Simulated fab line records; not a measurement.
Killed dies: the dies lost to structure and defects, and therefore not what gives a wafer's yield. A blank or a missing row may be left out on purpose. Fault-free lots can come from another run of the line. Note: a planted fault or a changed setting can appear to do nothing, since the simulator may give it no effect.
fab line records + flow n5-finfet
record
- lots=7
- wafers=39
route steps=1938 shown FIN_SAQP@96 SD_EPI_N@281 HKMG_FIN@402
start-h: hours from the record's opening day to when the first of the lot's shown wafers began + wait-h: hours from the lot's prior step to this one + " repeats the value in the row above + L1.1+2: a row that stands for several wafers + - no value present, or no start provided + * or withheld: withheld + < > ~ a bound
route shown NAME@n: names a module that has steps shown in the file, with the first one's number in the route + usual: the fault-free wafers' mean and standard deviation + same: alike in all rows + chamber/n: place in a boat + sites: per-site readings + _std_site: how widely they spread, as a standard deviation + _edge_site: the outer-site mean with the inner-site mean subtracted + radius-mm: how far each site lies from the wafer's centre + mask NAME#n: copy n + behind: tool/chamber where the wafer was last shaped + hold: the reason the lot was held/the length of the hold in hours/how it ended + device: which transistor (n, p or np) failed to switch + end of line: the same wafers' tests at the end of the route + a step with no rows: only its recipe + killed: the dies lost at the first sort to structure and to defects; this is not the yield of the wafer + map: a wafer's dies, marking killed ones x, the rest . and places with no die _
set.NAME: the setting as run; set.NAME@STEP: as run at that earlier step + model.NAME: the simulator's own value behind a step, which no gauge read
one table per step and one row per wafer, for lots whose settings were changed on purpose
## steps
# step N5_FIN_SAQP_HM_DEP_03
# recipe
- material=SiNx
- target-thk-a=380
- temp-c=400
- precursor=SiH4/NH3/N2
- pressure-torr=1.5
- rf-w=300
- time-s=33.6
| lot.wafer | tool     | chamber | start-h | wait-h | set.time-s | model.SiNx_of_FIN_SAQP_HM_DEP_03.thk-nm |
|-----------|----------|---------|---------|--------|------------|-----------------------------------------|
| L074.1    | pecvd-01 | 1       | 20.90   | 0.2    | 33.6       | 38.43                                   |
| L074.2    | "        | 2       | "       | "      | 35.23      | 39.94                                   |
| L074.3    | "        | 0       | "       | "      | 35.23      | 40.03                                   |
| L074.4    | "        | 0       | "       | "      | 33.6       | 38.35                                   |
| L074.5    | "        | 2       | "       | "      | 33.6       | 38.55                                   |
| L074.6    | "        | 1       | "       | "      | 35.23      | 40.84                                   |
| L076.1    | pecvd-02 | 0       | 32.68   | 0.2    | 33.6       | 37.84                                   |
| L076.2    | "        | 1       | "       | "      | 33.6       | 37.43                                   |
| L076.3    | "        | 0       | "       | "      | 33.6       | 38.54                                   |
| L076.4    | "        | 1       | "       | "      | 33.6       | 38.71                                   |
| L076.5    | "        | 0       | "       | "      | 33.6       | 38.81                                   |
| L076.6    | "        | 1       | "       | "      | 33.6       | 38.48                                   |
| L077.1    | pecvd-01 | 0       | 39.41   | 0.2    | 33.6       | 37.94                                   |
| L077.2    | "        | 1       | "       | "      | 33.6       | 38.09                                   |
| L077.5    | "        | 0       | "       | "      | 33.6       | 38.29                                   |
| L081.1    | pecvd-01 | 0       | 64.14   | 0.2    | 29.28      | 32.91                                   |
| L081.2    | "        | 2       | "       | "      | 33.6       | 37.65                                   |
| L081.3    | "        | 1       | "       | "      | 29.28      | 33.33                                   |
| L081.4    | "        | 2       | "       | "      | 33.6       | 38.7                                    |
| L081.5    | "        | 0       | "       | "      | 33.6       | 38.63                                   |
| L081.6    | "        | 1       | "       | "      | 29.28      | 33.59                                   |
| L084.1    | pecvd-04 | 2       | 83.45   | 0.2    | 38.11      | 42.41                                   |
| L084.2    | "        | 1       | "       | "      | 38.11      | 43.1                                    |
| L084.3    | "        | 0       | "       | "      | 38.11      | 42.86                                   |
| L084.4    | "        | 0       | "       | "      | 33.6       | 37.93                                   |
| L084.5    | "        | 2       | "       | "      | 33.6       | 37.89                                   |
| L084.6    | "        | 1       | "       | "      | 33.6       | 38.24                                   |
| L088.1    | pecvd-02 | 1       | 104.45  | 0.2    | 33.6       | 38.11                                   |
| L088.2    | "        | 0       | "       | "      | 33.6       | 37.95                                   |
| L088.3    | "        | 2       | "       | "      | 33.6       | 38.52                                   |
| L088.4    | "        | 2       | "       | "      | 33.6       | 39.04                                   |
| L088.5    | "        | 1       | "       | "      | 33.6       | 38.41                                   |
| L088.6    | "        | 0       | "       | "      | 33.6       | 38.39                                   |
| L097.1    | pecvd-01 | 1       | 159.30  | 0.2    | 28.7       | 32.96                                   |
| L097.2    | "        | 0       | "       | "      | 33.6       | 38.01                                   |
| L097.3    | "        | 2       | "       | "      | 33.6       | 37.77                                   |
| L097.4    | "        | 0       | "       | "      | 28.7       | 32.74                                   |
| L097.5    | "        | 2       | "       | "      | 28.7       | 32.82                                   |
| L097.6    | "        | 1       | "       | "      | 33.6       | 38.04                                   |
# step N5_FIN_SAQP_THK_MEAS_05
# usual
- thk-nm=38.3/0.52
| lot.wafer | tool          | chamber | start-h | wait-h | set.time-s@FIN_SAQP_HM_DEP_03 | thk-nm |
|-----------|---------------|---------|---------|--------|-------------------------------|--------|
| L074.1    | film-metro-02 | -       | 20.98   | 0.1    | 33.6                          | 38.5   |
| L074.2    | "             | -       | "       | "      | 35.23                         | 39.9   |
| L074.3    | "             | -       | "       | "      | 35.23                         | 40.1   |
| L074.4    | "             | -       | "       | "      | 33.6                          | 38.4   |
| L074.5    | "             | -       | "       | "      | 33.6                          | 38.5   |
| L074.6    | "             | -       | "       | "      | 35.23                         | 40.8   |
| L076.1    | film-metro-01 | -       | 32.79   | 0.1    | 33.6                          | 37.9   |
| L076.2    | "             | -       | "       | "      | 33.6                          | 37.5   |
| L076.3    | "             | -       | "       | "      | 33.6                          | 38.6   |
| L076.4    | "             | -       | "       | "      | 33.6                          | 38.7   |
| L076.5    | "             | -       | "       | "      | 33.6                          | 38.8   |
| L076.6    | "             | -       | "       | "      | 33.6                          | 38.4   |
| L077.1    | film-metro-01 | -       | 39.52   | 0.1    | 33.6                          | 37.9   |
| L077.2    | "             | -       | "       | "      | 33.6                          | 38.0   |
| L077.5    | "             | -       | "       | "      | 33.6                          | 38.3   |
| L081.1    | film-metro-01 | -       | 64.23   | 0.1    | 29.28                         | 32.9   |
| L081.2    | "             | -       | "       | "      | 33.6                          | 37.6   |
| L081.3    | "             | -       | "       | "      | 29.28                         | 33.3   |
| L081.4    | "             | -       | "       | "      | 33.6                          | 38.7   |
| L081.5    | "             | -       | "       | "      | 33.6                          | 38.6   |
| L081.6    | "             | -       | "       | "      | 29.28                         | 33.6   |
| L084.1    | film-metro-01 | -       | 83.54   | 0.1    | 38.11                         | 42.4   |
| L084.2    | "             | -       | "       | "      | 38.11                         | 43.1   |
| L084.3    | "             | -       | "       | "      | 38.11                         | 42.9   |
| L084.4    | "             | -       | "       | "      | 33.6                          | 37.9   |
| L084.5    | "             | -       | "       | "      | 33.6                          | 37.9   |
| L084.6    | "             | -       | "       | "      | 33.6                          | 38.2   |
| L088.1    | film-metro-01 | -       | 104.54  | 0.1    | 33.6                          | 38.1   |
| L088.2    | "             | -       | "       | "      | 33.6                          | 37.9   |
| L088.3    | "             | -       | "       | "      | 33.6                          | 38.5   |
| L088.4    | "             | -       | "       | "      | 33.6                          | 39.1   |
| L088.5    | "             | -       | "       | "      | 33.6                          | 38.4   |
| L088.6    | "             | -       | "       | "      | 33.6                          | 38.4   |
| L097.1    | film-metro-02 | -       | 159.38  | 0.1    | 28.7                          | 33.0   |
| L097.2    | "             | -       | "       | "      | 33.6                          | 38.0   |
| L097.3    | "             | -       | "       | "      | 33.6                          | 37.8   |
| L097.4    | "             | -       | "       | "      | 28.7                          | 32.7   |
| L097.5    | "             | -       | "       | "      | 28.7                          | 32.8   |
| L097.6    | "             | -       | "       | "      | 33.6                          | 38.0   |
# step N5_FIN_SAQP_PECVD_47
# recipe
- material=a-Si
- target-thk-a=450
- temp-c=400
- precursor=SiH4/He
- pressure-torr=3
- rf-w=100
- time-s=36.3
# step N5_FIN_SAQP_PECVD_48
# recipe
- material=SiNx
- target-thk-a=250
- temp-c=400
- precursor=SiH4/NH3/N2
- pressure-torr=1.5
- rf-w=300
- time-s=22.1
# step N5_FIN_SAQP_MANDREL2_REMOVE_60
# recipe
- chemistry=HBr/Cl2/O2
- bt-time-s=10
- target=a-Si
- stop-on=SiNx
- endpoint=OES-SiCl
- over-etch-frac=1
- icp-w=600
- bias-w=22
- HBr_flow_sccm=150
- Cl2_flow_sccm=80
- O2_flow_sccm=5
- pressure-mtorr=10
# step N5_FIN_SAQP_HM_OPEN_33
# recipe
- chemistry=CH3F/O2
- target=SiNx
- mask-material=SiO2
- target-depth-a=494
- time-s=70.6
- pressure-mtorr=30
- source-w=395
- bias-w=73
- Ar_flow_sccm=150
- CH3F_flow_sccm=30
- O2_flow_sccm=20
- ion-energy-ev=120
- ends=cleared
# usual
- etch-rf-on-time-s=70.0/1.7
| lot.wafer | tool        | chamber | start-h | wait-h | set.time-s@FIN_SAQP_HM_DEP_03 | etch-rf-on-time-s | model.etch.depth-nm |
|-----------|-------------|---------|---------|--------|-------------------------------|-------------------|---------------------|
| L074.1    | rie-diel-02 | 3       | 25.45   | 0.0    | 33.6                          | 70.5              | 37.8                |
| L074.2    | "           | 2       | "       | "      | 35.23                         | 75.2              | 39.31               |
| L074.3    | "           | 0       | "       | "      | 35.23                         | 71.2              | 39.4                |
| L074.4    | "           | 1       | "       | "      | 33.6                          | 71.4              | 37.73               |
| L074.5    | "           | 1       | "       | "      | 33.6                          | 71.7              | 37.93               |
| L074.6    | "           | 0       | "       | "      | 35.23                         | 73.1              | 40.21               |
| L076.1    | rie-diel-01 | 0       | 37.88   | 0.0    | 33.6                          | 69.2              | 36.89               |
| L076.2    | "           | 3       | "       | "      | 33.6                          | 67.1              | 36.68               |
| L076.3    | "           | 2       | "       | "      | 33.6                          | 68.5              | 37.91               |
| L076.4    | "           | 1       | "       | "      | 33.6                          | 67.8              | 38.08               |
| L076.5    | "           | 2       | "       | "      | 33.6                          | 69.4              | 38.05               |
| L076.6    | "           | 1       | "       | "      | 33.6                          | 67.2              | 37.53               |
| L077.1    | rie-diel-05 | 3       | 44.48   | 0.0    | 33.6                          | 71.2              | 37.31               |
| L077.2    | "           | 2       | "       | "      | 33.6                          | 68.2              | 37.46               |
| L077.5    | "           | 2       | "       | "      | 33.6                          | 68.3              | 37.66               |
| L081.1    | rie-diel-02 | 0       | 68.73   | 0.0    | 29.28                         | 59.6              | 32.28               |
| L081.2    | "           | 3       | "       | "      | 33.6                          | 70.3              | 37.02               |
| L081.3    | "           | 2       | "       | "      | 29.28                         | 63.1              | 32.7                |
| L081.4    | "           | 1       | "       | "      | 33.6                          | 72.7              | 38.08               |
| L081.5    | "           | 1       | "       | "      | 33.6                          | 73.0              | 38                  |
| L081.6    | "           | 0       | "       | "      | 29.28                         | 60.9              | 32.97               |
| L084.1    | rie-diel-02 | 2       | 88.40   | 0.0    | 38.11                         | 79.1              | 41.78               |
| L084.2    | "           | 1       | "       | "      | 38.11                         | 79.8              | 42.48               |
| L084.3    | "           | 0       | "       | "      | 38.11                         | 78.3              | 42.23               |
| L084.4    | "           | 0       | "       | "      | 33.6                          | 69.2              | 37.3                |
| L084.5    | "           | 2       | "       | "      | 33.6                          | 70.3              | 37.26               |
| L084.6    | "           | 1       | "       | "      | 33.6                          | 71.1              | 37.61               |
| L088.1    | rie-diel-05 | 1       | 109.36  | 0.0    | 33.6                          | 70.8              | 37.48               |
| L088.2    | "           | 2       | "       | "      | 33.6                          | 68.4              | 37.32               |
| L088.3    | "           | 0       | "       | "      | 33.6                          | 73.1              | 37.9                |
| L088.4    | "           | 3       | "       | "      | 33.6                          | 74.5              | 38.41               |
| L088.5    | "           | 1       | "       | "      | 33.6                          | 71.5              | 37.78               |
| L088.6    | "           | 2       | "       | "      | 33.6                          | 69.1              | 37.76               |
| L097.1    | rie-diel-02 | 0       | 165.10  | 0.1    | 28.7                          | 59.2              | 32.33               |
| L097.2    | "           | 3       | "       | "      | 33.6                          | 68.5              | 37.38               |
| L097.3    | "           | 2       | "       | "      | 33.6                          | 69.5              | 37.14               |
| L097.4    | "           | 1       | "       | "      | 28.7                          | 59.5              | 32.11               |
| L097.5    | "           | 2       | "       | "      | 28.7                          | 60.1              | 32.19               |
| L097.6    | "           | 3       | "       | "      | 33.6                          | 68.5              | 37.41               |
# step N5_FIN_SAQP_ETCH_34
# recipe
- chemistry=C4F6/O2
- target=SiO2
- target-depth-a=450
- time-s=15
- ion-energy-ev=250
- pressure-mtorr=30
- source-w=345
- bias-w=185
- Ar_flow_sccm=300
- C4F6_flow_sccm=10
- O2_flow_sccm=10
- ends=cleared
| lot.wafer | tool        | chamber | start-h | wait-h | set.time-s@FIN_SAQP_HM_DEP_03 | model.SiNx_of_FIN_SAQP_HM_DEP_03.thk-nm |
|-----------|-------------|---------|---------|--------|-------------------------------|-----------------------------------------|
| L074.1+5  | rie-diel-02 | 3,1     | 25.52   | 0.0    | 33.6                          | 35                                      |
| L074.2    | "           | 2       | "       | "      | 35.23                         | 36.4                                    |
| L074.3    | "           | 0       | "       | "      | 35.23                         | 36.6                                    |
| L074.4    | "           | 1       | "       | "      | 33.6                          | 34.8                                    |
| L074.6    | "           | 0       | "       | "      | 35.23                         | 37.4                                    |
| L076.1    | rie-diel-01 | 0       | 37.95   | 0.0    | 33.6                          | 34                                      |
| L076.2    | "           | 3       | "       | "      | 33.6                          | 33.8                                    |
| L076.3+5  | "           | 2       | "       | "      | 33.6                          | 35                                      |
| L076.4    | "           | 1       | "       | "      | 33.6                          | 35.2                                    |
| L076.6    | "           | 1       | "       | "      | 33.6                          | 34.6                                    |
| L077.1    | rie-diel-05 | 3       | 44.55   | 0.0    | 33.6                          | 34.4                                    |
| L077.2    | "           | 2       | "       | "      | 33.6                          | 34.6                                    |
| L077.5    | "           | 2       | "       | "      | 33.6                          | 34.8                                    |
| L081.1    | rie-diel-02 | 0       | 68.80   | 0.0    | 29.28                         | 29.4                                    |
| L081.2    | "           | 3       | "       | "      | 33.6                          | 34.2                                    |
| L081.3    | "           | 2       | "       | "      | 29.28                         | 29.8                                    |
| L081.4    | "           | 1       | "       | "      | 33.6                          | 35.2                                    |
| L081.5    | "           | 1       | "       | "      | 33.6                          | 35                                      |
| L081.6    | "           | 0       | "       | "      | 29.28                         | 30.2                                    |
| L084.1    | rie-diel-02 | 2       | 88.47   | 0.0    | 38.11                         | 38.8                                    |
| L084.2    | "           | 1       | "       | "      | 38.11                         | 39.6                                    |
| L084.3    | "           | 0       | "       | "      | 38.11                         | 39.4                                    |
| L084.4+5  | "           | 0,2     | "       | "      | 33.6                          | 34.4                                    |
| L084.6    | "           | 1       | "       | "      | 33.6                          | 34.6                                    |
| L088.1    | rie-diel-05 | 1       | 109.43  | 0.0    | 33.6                          | 34.6                                    |
| L088.2    | "           | 2       | "       | "      | 33.6                          | 34.4                                    |
| L088.3    | "           | 0       | "       | "      | 33.6                          | 35                                      |
| L088.4    | "           | 3       | "       | "      | 33.6                          | 35.4                                    |
| L088.5+6  | "           | 1,2     | "       | "      | 33.6                          | 34.8                                    |
| L097.1    | rie-diel-02 | 0       | 165.17  | 0.0    | 28.7                          | 29.4                                    |
| L097.2    | "           | 3       | "       | "      | 33.6                          | 34.4                                    |
| L097.3    | "           | 2       | "       | "      | 33.6                          | 34.2                                    |
| L097.4+5  | "           | 1,2     | "       | "      | 28.7                          | 29.2                                    |
| L097.6    | "           | 3       | "       | "      | 33.6                          | 34.6                                    |
# step N5_SD_EPI_N_SD_RECESS_17
# recipe
- chemistry=HBr/Cl2/O2
- target-depth-a=410
- mask-material=SOC
- time-s=23.7
- bt-time-s=3
- pressure-mtorr=10
- icp-w=800
- bias-w=112
- HBr_flow_sccm=150
- Cl2_flow_sccm=80
- O2_flow_sccm=12
| lot.wafer | tool      | chamber | start-h | wait-h | set.time-s | model.etch.depth-nm | model.SD_EPI_N.feature-depth-nm |
|-----------|-----------|---------|---------|--------|------------|---------------------|---------------------------------|
| L074.1+6  | rie-si-06 | 0       | 48.37   | 0.0    | 23.7       | 40.33               | 40.4                            |
| L074.2    | "         | 1       | "       | "      | 22.32      | 37.65               | 37.6                            |
| L074.3    | "         | 2       | "       | "      | 22.32      | 38.1                | 38                              |
| L074.4    | "         | 3       | "       | "      | 22.32      | 38.63               | 38.6                            |
| L074.5    | "         | 1       | "       | "      | 23.7       | 39.94               | 40                              |
| L076.1    | rie-si-05 | 1       | 65.43   | 0.0    | 23.7       | 41.96               | 42                              |
| L076.2    | "         | 2       | "       | "      | 23.7       | 41.5                | 41.6                            |
| L076.3+6  | "         | 0       | "       | "      | 23.7       | 41.26               | 41.2                            |
| L076.4    | "         | 3       | "       | "      | 23.7       | 40.99               | 41                              |
| L076.5    | "         | 1       | "       | "      | 23.7       | 41.9                | 42                              |
| L077.1    | rie-si-05 | 3       | 66.82   | 0.0    | 23.7       | 40.28               | 40.2                            |
| L077.2    | "         | 1       | "       | "      | 23.7       | 41                  | 41                              |
| L077.5    | "         | 3       | "       | "      | 23.7       | 40.17               | 40.2                            |
| L081.1    | rie-si-01 | 2       | 96.24   | 0.0    | 23.7       | 39.52               | 39.6                            |
| L081.2    | "         | 0       | "       | "      | 24.69      | 43.24               | 43.2                            |
| L081.3    | "         | 3       | "       | "      | 24.69      | 42.76               | 42.8                            |
| L081.4    | "         | 1       | "       | "      | 23.7       | 40.79               | 40.8                            |
| L081.5    | "         | 2       | "       | "      | 24.69      | 41.44               | 41.4                            |
| L081.6    | "         | 3       | "       | "      | 23.7       | 40.76               | 40.8                            |
| L084.1    | rie-si-06 | 3       | 116.33  | 0.0    | 23.7       | 39.77               | 39.8                            |
| L084.2    | "         | 2       | "       | "      | 23.7       | 40.5                | 40.4                            |
| L084.3    | "         | 1       | "       | "      | 23.12      | 39.23               | 39.2                            |
| L084.4    | "         | 0       | "       | "      | 23.7       | 40.52               | 40.6                            |
| L084.5    | "         | 1       | "       | "      | 23.12      | 39.99               | 40                              |
| L084.6    | "         | 2       | "       | "      | 23.12      | 39.51               | 39.6                            |
| L088.1    | rie-si-06 | 2       | 138.45  | 0.0    | 25.25      | 42.54               | 42.6                            |
| L088.2    | "         | 3       | "       | "      | 23.7       | 40.29               | 40.2                            |
| L088.3    | "         | 0       | "       | "      | 23.7       | 40.46               | 40.4                            |
| L088.4    | "         | 1       | "       | "      | 25.25      | 42.99               | 43                              |
| L088.5    | "         | 3       | "       | "      | 23.7       | 40.33               | 40.4                            |
| L088.6    | "         | 0       | "       | "      | 25.25      | 43.19               | 43.2                            |
| L097.1    | rie-si-06 | 1       | 188.96  | 0.0    | 23.7       | 39.99               | 40                              |
| L097.2    | "         | 2       | "       | "      | 23.7       | 40.83               | 40.8                            |
| L097.3    | "         | 0       | "       | "      | 25.53      | 43.24               | 43.2                            |
| L097.4    | "         | 3       | "       | "      | 23.7       | 40.5                | 40.4                            |
| L097.5    | "         | 2       | "       | "      | 25.53      | 43.62               | 43.6                            |
| L097.6    | "         | 3       | "       | "      | 25.53      | 43.52               | 43.6                            |
# step N5_HKMG_FIN_ETCH_54
# recipe
- chemistry=CF4
- target=SiARC
- target-depth-a=455
- mask-material=CAR-ArF
- time-s=75.8
- ion-energy-ev=80
- pressure-mtorr=40
- source-w=545
- bias-w=36
- Ar_flow_sccm=100
- cf4-flow-sccm=100
- ends=cleared
# usual
- rf-vpp-V=183.9/1.1
| lot.wafer | tool        | chamber | start-h | wait-h | set.bias-w | rf-vpp-V |
|-----------|-------------|---------|---------|--------|------------|----------|
| L074.1    | rie-diel-02 | 3       | 70.17   | 0.0    | 36         | 183.9    |
| L074.2    | "           | 2       | "       | "      | 36         | 184.1    |
| L074.3    | "           | 0       | "       | "      | 36         | 184.0    |
| L074.4    | "           | 1       | "       | "      | 37.84      | 190.7    |
| L074.5    | "           | 0       | "       | "      | 37.84      | 189.2    |
| L074.6    | "           | 1       | "       | "      | 37.84      | 188.9    |
| L076.1    | rie-diel-01 | 2       | 87.13   | 0.0    | 33.79      | 177.9    |
| L076.2    | "           | 0       | "       | "      | 36         | 183.0    |
| L076.3    | "           | 1       | "       | "      | 36         | 185.9    |
| L076.4    | "           | 3       | "       | "      | 36         | 185.7    |
| L076.5    | "           | 1       | "       | "      | 33.79      | 177.7    |
| L076.6    | "           | 2       | "       | "      | 33.79      | 178.3    |
| L077.1    | rie-diel-05 | 1       | 89.25   | 0.0    | 36         | 183.8    |
| L077.2    | "           | 0       | "       | "      | 36         | 184.0    |
| L077.5    | "           | 2       | "       | "      | 36         | 183.0    |
| L081.1    | rie-diel-01 | 0       | 119.49  | 0.0    | 41.78      | 201.1    |
| L081.2    | "           | 2       | "       | "      | 36         | 182.9    |
| L081.3    | "           | 3       | "       | "      | 41.78      | 201.3    |
| L081.4    | "           | 1       | "       | "      | 36         | 185.9    |
| L081.5    | "           | 2       | "       | "      | 41.78      | 203.7    |
| L081.6    | "           | 3       | "       | "      | 36         | 183.0    |
| L084.1    | rie-diel-01 | 2       | 139.31  | 0.0    | 38.43      | 191.3    |
| L084.2    | "           | 0       | "       | "      | 36         | 183.7    |
| L084.3    | "           | 3       | "       | "      | 36         | 184.7    |
| L084.4    | "           | 0       | "       | "      | 38.43      | 190.4    |
| L084.5    | "           | 2       | "       | "      | 36         | 183.4    |
| L084.6    | "           | 3       | "       | "      | 38.43      | 191.3    |
| L088.1    | rie-diel-01 | 2       | 160.85  | 0.0    | 36         | 185.8    |
| L088.2    | "           | 0       | "       | "      | 36         | 182.2    |
| L088.3    | "           | 1       | "       | "      | 36         | 183.5    |
| L088.4    | "           | 3       | "       | "      | 36         | 186.0    |
| L088.5    | "           | 2       | "       | "      | 36         | 185.3    |
| L088.6    | "           | 3       | "       | "      | 36         | 183.9    |
| L097.1    | rie-diel-05 | 1       | 214.73  | 0.0    | 39.96      | 196.8    |
| L097.2    | "           | 2       | "       | "      | 36         | 183.4    |
| L097.3    | "           | 3       | "       | "      | 39.96      | 197.7    |
| L097.4    | "           | 0       | "       | "      | 36         | 182.4    |
| L097.5    | "           | 2       | "       | "      | 39.96      | 196.0    |
| L097.6    | "           | 3       | "       | "      | 36         | 184.0    |
## key
split
- step=N5_FIN_SAQP_HM_DEP_03
- setting=time-s
- stated=33.6
- by=wafer
response
- step=N5_FIN_SAQP_HM_DEP_03
- reading=model.SiNx_of_FIN_SAQP_HM_DEP_03.thk-nm
- change=+0.365
- per=1%
- r=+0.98
response
- step=N5_FIN_SAQP_THK_MEAS_05
- reading=thk-nm
- change=*
- per=1%
- r=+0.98
response
- step=N5_FIN_SAQP_HM_OPEN_33
- reading=etch-rf-on-time-s
- change=*
- per=1%
- r=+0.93
response
- step=N5_FIN_SAQP_HM_OPEN_33
- reading=model.etch.depth-nm
- change=+0.365
- per=1%
- r=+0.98
response
- step=N5_FIN_SAQP_ETCH_34
- reading=model.SiNx_of_FIN_SAQP_HM_DEP_03.thk-nm
- change=+0.366
- per=1%
- r=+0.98
split
- step=N5_SD_EPI_N_SD_RECESS_17
- setting=time-s
- stated=23.7
- by=wafer
response
- step=N5_SD_EPI_N_SD_RECESS_17
- reading=model.etch.depth-nm
- change=+0.392
- per=1%
- r=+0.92
response
- step=N5_SD_EPI_N_SD_RECESS_17
- reading=model.SD_EPI_N.feature-depth-nm
- change=+0.399
- per=1%
- r=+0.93
split
- step=N5_HKMG_FIN_ETCH_54
- setting=bias-w
- stated=36
- by=wafer
response
- step=N5_HKMG_FIN_ETCH_54
- reading=rf-vpp-V
- change=+1.14
- per=1%
- r=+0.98
